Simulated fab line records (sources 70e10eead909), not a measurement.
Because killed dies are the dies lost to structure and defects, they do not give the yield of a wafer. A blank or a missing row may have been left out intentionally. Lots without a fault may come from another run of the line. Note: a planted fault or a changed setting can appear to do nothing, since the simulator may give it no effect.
Which tool did it? || flow nand_harc || route of 1159 steps, sampled at 1 step: 6 lots, 18 wafers

== WHAT THE GAUGES SHOWED, per wafer ==
NHARC_A_ONON_D1_THK_MEAS_18: measures by ellipsometry.
{"lot": "L297", "measured": "day 8 07:20", "on": "film_metro-01", "thk_nm (nm)": "1007 1006 1006"}
{"lot": "L296", "measured": "day 8 10:56", "on": "film_metro-01", "thk_nm (nm)": "1017 1016 1018"}
{"lot": "L301", "measured": "day 9 03:12", "on": "film_metro-01", "thk_nm (nm)": "995 994 992"}
{"lot": "L306", "measured": "day 10 18:52", "on": "film_metro-01", "thk_nm (nm)": "1003 1002 1002"}
{"lot": "L307", "measured": "day 11 03:01", "on": "film_metro-02", "thk_nm (nm)": "1001 1001 1001"}
{"lot": "L318", "measured": "day 13 13:40", "on": "film_metro-02", "thk_nm (nm)": "1007 1008 1008"}

== WHAT TOOL EACH LOT RAN ON (gives the tool, then ch and the chambers of the sampled wafers, and finally the start) ==
No process step before these readings appears in the record.

== THE ANSWER, worked out from the rows above alone ==
Rule: usual is defined by the lots themselves. Put in order of their means at a reading, lots are off if they are a third of the lots or fewer, leave a main group of 4 or more, and stand apart from it by a gap of 3 or more times the standard deviation of the main group's means; of several such gaps the widest counts. If all means in a main group match to the digits the tables above print for the reading, that group is not used. Also off: a lot with no number at a reading for which 4 or more lots have one. Where the step has rows for the other lots, those lots are counted as sound.
No lot is off at any reading shown: from this, nothing can be told.

== WHAT THE SIMULATOR HAD INSERTED ==
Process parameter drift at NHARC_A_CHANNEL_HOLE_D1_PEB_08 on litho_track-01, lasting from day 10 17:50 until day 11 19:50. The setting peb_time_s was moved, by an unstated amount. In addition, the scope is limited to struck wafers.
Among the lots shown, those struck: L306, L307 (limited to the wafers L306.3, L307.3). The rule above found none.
